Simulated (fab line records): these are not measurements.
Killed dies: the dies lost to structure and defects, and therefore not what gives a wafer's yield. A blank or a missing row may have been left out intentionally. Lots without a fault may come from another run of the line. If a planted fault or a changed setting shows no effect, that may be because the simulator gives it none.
Split-lot trial -- flow n5_finfet -- 39 wafers read across 7 lots, on a route 1938 steps long

## ABOUT THE SPLIT
At N5_DUMMY_GATE_CVD_03 (deposits a-Si from SiH4, target thk 150 nm, time 8042 s), the setting target_thk_a was moved away from the recipe's 1500 angstrom on 18 of the 39 wafers read, by -13.7% to -4.0%. This setting was run at the recipe's value on the other wafers.

The reading is taken at the split's own step.

## THE READING
a-Si_of_DUMMY_GATE_CVD_03.thk_nm (the simulator's own value, which no gauge read), in nm, at N5_DUMMY_GATE_CVD_03 (deposits a-Si from SiH4, target thk 150 nm, time 8042 s). The file gives no usual value for it. Here, 21 wafers ran the recipe; their average is 150.9 nm with a standard deviation of 0.76 nm.

wafer,"tool, chamber at the split","target_thk_a as run, angstrom",against the recipe,"a-Si_of_DUMMY_GATE_CVD_03.thk_nm, nm",against lot-mates on the recipe
L075.1,"-, -",1324,-11.7%,130.4,no lot-mate on the recipe
L075.2,"-, -",1324,-11.7%,131.4,no lot-mate on the recipe
L075.3,"-, -",1324,-11.7%,131.4,no lot-mate on the recipe
L075.5,"-, -",1324,-11.7%,131.4,no lot-mate on the recipe
L075.4,"-, -",1324,-11.7%,131,no lot-mate on the recipe
L075.6,"-, -",1324,-11.7%,131.6,no lot-mate on the recipe
L079.1,"-, -",1294,-13.7%,128.6,no lot-mate on the recipe
L079.2,"-, -",1294,-13.7%,129,no lot-mate on the recipe
L079.3,"-, -",1294,-13.7%,128,no lot-mate on the recipe
L079.4,"-, -",1294,-13.7%,128.8,no lot-mate on the recipe
L079.5,"-, -",1294,-13.7%,128.8,no lot-mate on the recipe
L079.6,"-, -",1294,-13.7%,128.8,no lot-mate on the recipe
L084.2,"lpcvd-02, 0/45",1500,recipe,150.4,-
L084.5,"lpcvd-02, 0/59",1500,recipe,150.6,-
L084.6,"lpcvd-02, 0/64",1500,recipe,149.8,-
L088.1,"-, -",1500,recipe,151.6,-
L088.2,"-, -",1500,recipe,151,-
L088.6,"-, -",1500,recipe,151,-
L088.3,"-, -",1500,recipe,151.4,-
L088.4,"-, -",1500,recipe,151.4,-
L088.5,"-, -",1500,recipe,152.4,-
L089.1,"-, -",1500,recipe,151.2,-
L089.4,"-, -",1500,recipe,151.2,-
L089.2,"-, -",1500,recipe,150.4,-
L089.3,"-, -",1500,recipe,150,-
L089.6,"-, -",1500,recipe,150,-
L089.5,"-, -",1500,recipe,150.6,-
L091.1,"-, -",1500,recipe,150.2,-
L091.2,"-, -",1500,recipe,150,-
L091.3,"-, -",1500,recipe,152.8,-
L091.4,"-, -",1500,recipe,151.2,-
L091.6,"-, -",1500,recipe,151.2,-
L091.5,"-, -",1500,recipe,150.4,-
L096.1,"-, -",1440,-4.0%,146.4,no lot-mate on the recipe
L096.2,"-, -",1440,-4.0%,146.2,no lot-mate on the recipe
L096.3,"-, -",1440,-4.0%,147.2,no lot-mate on the recipe
L096.4,"-, -",1440,-4.0%,145.6,no lot-mate on the recipe
L096.5,"-, -",1440,-4.0%,145.6,no lot-mate on the recipe
L096.6,"-, -",1440,-4.0%,146.8,no lot-mate on the recipe

FIT RESULTS
A straight line over all 39 wafers: a-Si_of_DUMMY_GATE_CVD_03.thk_nm changes by +1.65 nm for each +1% of target_thk_a; r = +0.99; the points scatter about the line by 1 nm.
Too few moved wafers with a lot-mate on the recipe to fit a line net of each lot's own level.

## THE FILE'S OWN FIT
a-Si_of_DUMMY_GATE_CVD_03.thk_nm changes by +1.65 nm for each +1% of target_thk_a, r = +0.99.
